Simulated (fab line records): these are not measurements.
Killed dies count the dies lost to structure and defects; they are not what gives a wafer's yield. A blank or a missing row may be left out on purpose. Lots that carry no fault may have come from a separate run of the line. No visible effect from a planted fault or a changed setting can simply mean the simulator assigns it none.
Split-lot study | flow n5 finfet | 7 lots, 21 wafers read, on a route of 1938 steps

## ON THE SPLIT
At N5_BEOL_M0_SAQP_ETCH_106 (etches SOC in N2/H2, stops on SiNx, target depth 150 nm), the setting target depth a was moved away from the recipe's 1500 angstrom on 8 of the 21 wafers read, by -11.2% to +11.7%. This setting was run at the recipe's value on the other wafers.

No step appears in the file between the split and the reading.

## THE READING
SOC_of_BEOL_M0_SAQP_COAT_105.thk nm (the simulator's own value, which no gauge read), in nm, at N5_BEOL_M0_SAQP_ETCH_107 (etches SiNx in CH3F/O2, target depth 30 nm). The file does not state a usual value for it. Average 13.5 nm, standard deviation 1.4 nm, over the 13 wafers here run with the recipe.

wafer  | tool, chamber at the split | target depth a as run, angstrom | against the recipe | SOC_of_BEOL_M0_SAQP_COAT_105.thk nm, nm | against lot-mates on the recipe
L080.1 | rie diel-03, 0             | 1500                            | recipe             | 14.2                                    | -
L080.4 | rie diel-03, 2             | 1500                            | recipe             | 13.2                                    | -
L080.5 | rie diel-03, 1             | 1554                            | +3.6%              | 11                                      | -2.7
L083.3 | rie diel-02, 2             | 1332                            | -11.2%             | 24.6                                    | +13.0
L083.4 | rie diel-02, 1             | 1500                            | recipe             | 11.6                                    | -
L083.6 | rie diel-02, 2             | 1332                            | -11.2%             | 23.6                                    | +12.0
L087.2 | rie diel-02, 2             | 1500                            | recipe             | 15.8                                    | -
L087.3 | rie diel-02, 1             | 1500                            | recipe             | 12                                      | -
L087.5 | rie diel-02, 0             | 1500                            | recipe             | 12.8                                    | -
L091.2 | rie diel-01, 2             | 1675                            | +11.7%             | 7.6                                     | -8.2
L091.5 | rie diel-01, 2             | 1500                            | recipe             | 15.8                                    | -
L091.6 | rie diel-01, 3             | 1675                            | +11.7%             | 4.2                                     | -11.6
L095.3 | rie diel-02, 0             | 1500                            | recipe             | 12.6                                    | -
L095.4 | rie diel-02, 1             | 1630                            | +8.7%              | 5.6                                     | -7.2
L095.5 | rie diel-02, 0             | 1500                            | recipe             | 13                                      | -
L096.1 | rie diel-03, 1             | 1358                            | -9.5%              | 21.8                                    | +7.0
L096.3 | rie diel-03, 2             | 1500                            | recipe             | 14.6                                    | -
L096.6 | rie diel-03, 2             | 1500                            | recipe             | 15                                      | -
L097.4 | rie diel-02, 1             | 1500                            | recipe             | 12.6                                    | -
L097.5 | rie diel-02, 0             | 1500                            | recipe             | 12                                      | -
L097.6 | rie diel-02, 3             | 1395                            | -7.0%              | 18.4                                    | +6.1

THE FIT
A straight line over all 21 wafers: SOC_of_BEOL_M0_SAQP_COAT_105.thk nm changes by -0.806 nm for each +1% of target depth a; r = -0.96; the points scatter about the line by 1.5 nm.
The same after taking each lot's own level away (the mean of its wafers on the recipe; 21 wafers): -0.922 nm for each +1%; r = -0.98; scatter 1.2 nm.
Per that fit: largest target depth a move, reading shift of 11 nm.
Across the lots, their own levels run from 11.60 to 15.80 nm, a range of 3.0 times the standard deviation given above.
In other words, the slope is changed by the lot-to-lot level; the two fits disagree.
Check: for one of the wafers moved furthest among these (+11.7%), held out of the fit, the line's prediction against its lot-mates is -11.2 nm. It came out at -8.2 nm against them.

## OTHER SPLITS ON THESE WAFERS
Note: prior to the reading, these wafers also went through further splits. Each is held against what the fit with the lots' levels taken away leaves over:
other split on the same wafers  | wafers away from the commonest value | r with SOC_of_BEOL_M0_SAQP_COAT_105.thk nm (lot level and that fit taken away)
N5_BEOL_M0_SAQP_PECVD_96 time s | 7                                    | -0.13

## THE WHOLE CHAIN: every reading that the file lists as answering this split, in the file's order
step                     | what it does                                            | reading                                                                              | change (the file's fit)               | r (the file's)
N5_BEOL_M0_SAQP_ETCH_106 | etches SOC in N2/H2, stops on SiNx, target depth 150 nm | SOC_of_BEOL_M0_SAQP_COAT_105.thk nm (the simulator's own value, which no gauge read) | -0.863 nm for each +1% of the setting | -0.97
N5_BEOL_M0_SAQP_ETCH_107 | etches SiNx in CH3F/O2, target depth 30 nm              | SOC_of_BEOL_M0_SAQP_COAT_105.thk nm (the simulator's own value, which no gauge read) | -0.894 nm for each +1% of the setting | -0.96

## FILE'S OWN FIT
SOC_of_BEOL_M0_SAQP_COAT_105.thk nm changes by -0.894 nm for each +1% of target depth a, r = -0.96.
